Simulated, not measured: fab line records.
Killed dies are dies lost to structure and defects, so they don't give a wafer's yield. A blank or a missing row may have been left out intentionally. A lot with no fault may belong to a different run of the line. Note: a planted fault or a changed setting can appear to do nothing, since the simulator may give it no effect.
Matching of chambers + flow n5-finfet + pecvd-03 running N5_BEOL_M5_DEP_56: 3 sister chambers
The step deposits SiCN from 3MS/NH3, target thk 8 nm, time 14 s. 14 wafers are shown with their chamber, then 7 later ones without.

WAFERS PAIRED WITH THEIR CHAMBERS
| wafer  | chamber | throttle-valve-pct (%) | showerhead-plenum-p-Torr (Torr) | chamber-pressure-Torr (Torr) |
|--------|---------|------------------------|---------------------------------|------------------------------|
| L074.1 | 2       | 8.8                    | 3.650                           | 2.994                        |
| L074.3 | 1       | 9.4                    | 3.661                           | 2.995                        |
| L074.4 | 1       | 9.6                    | 3.646                           | 3.003                        |
| L077.3 | 0       | 8.6                    | 3.677                           | 2.991                        |
| L077.5 | 2       | 8.5                    | 3.656                           | 2.985                        |
| L077.6 | 0       | 8.6                    | 3.672                           | 2.988                        |
| L082.1 | 0       | 8.8                    | 3.672                           | 3.003                        |
| L082.3 | 2       | 8.2                    | 3.660                           | 3.010                        |
| L082.4 | 1       | 9.4                    | 3.648                           | 3.003                        |
| L085.2 | 1       | 9.2                    | 3.646                           | 2.999                        |
| L085.4 | 1       | 9.3                    | 3.643                           | 3.002                        |
| L085.6 | 0       | 8.8                    | 3.673                           | 3.006                        |
| L087.2 | 0       | 8.5                    | 3.665                           | 3.006                        |
| L087.4 | 1       | 9.5                    | 3.647                           | 2.997                        |

SIGNATURES (averages over the wafers above)
| reading                  | chamber 0 | chamber 1 | chamber 2 | scatter within a chamber |
|--------------------------|-----------|-----------|-----------|--------------------------|
| throttle-valve-pct       | 8.660     | 9.400     | 8.500     | 0.179                    |
| showerhead-plenum-p-Torr | 3.67180   | 3.64850   | 3.65533   | 0.00545                  |
| chamber-pressure-Torr    | 2.99880   | 2.99983   | 2.99633   | 0.00784                  |
Rule: for each reading, subtract the chamber's mean from the wafer's reading, divide by that reading's scatter and square the result; add these up over the readings and take the root, which gives the wafer's distance from the chamber. The wafer belongs to the nearest chamber; if the next one is less than 2 further off, it can't be placed. The scatter is the square root of a quotient: the sum, over the shown wafers, of each reading's squared deviation from its chamber's mean, divided by wafers minus chambers.

WAFERS WITHOUT THEIR CHAMBER
| wafer  | throttle-valve-pct (%) | showerhead-plenum-p-Torr (Torr) | chamber-pressure-Torr (Torr) |
|--------|------------------------|---------------------------------|------------------------------|
| L087.6 | 9.1                    | 3.685                           | 2.994                        |
| L095.1 | 9.2                    | 3.660                           | 3.006                        |
| L095.2 | 8.8                    | 3.677                           | 3.003                        |
| L095.3 | 8.3                    | 3.655                           | 3.003                        |
| L096.3 | 9.1                    | 3.658                           | 3.004                        |
| L096.5 | 8.8                    | 3.670                           | 2.990                        |
| L096.6 | 8.1                    | 3.656                           | 3.007                        |

CHAMBER TAKEN BY EACH
| wafer  | from the rows above          | in truth |
|--------|------------------------------|----------|
| L087.6 | 0                            | 0        |
| L095.1 | can't be placed: 1 or 0 or 2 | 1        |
| L095.2 | 0                            | 0        |
| L095.3 | 2                            | 2        |
| L096.3 | can't be placed: 1 or 2 or 0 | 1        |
| L096.5 | can't be placed: 0 or 2      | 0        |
| L096.6 | can't be placed: 2 or 0      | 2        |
Correct placement for 3 of the 7. From these rows, 4 cannot be placed; in 4 the true chamber is one of the candidates. Number placed wrongly: 0.
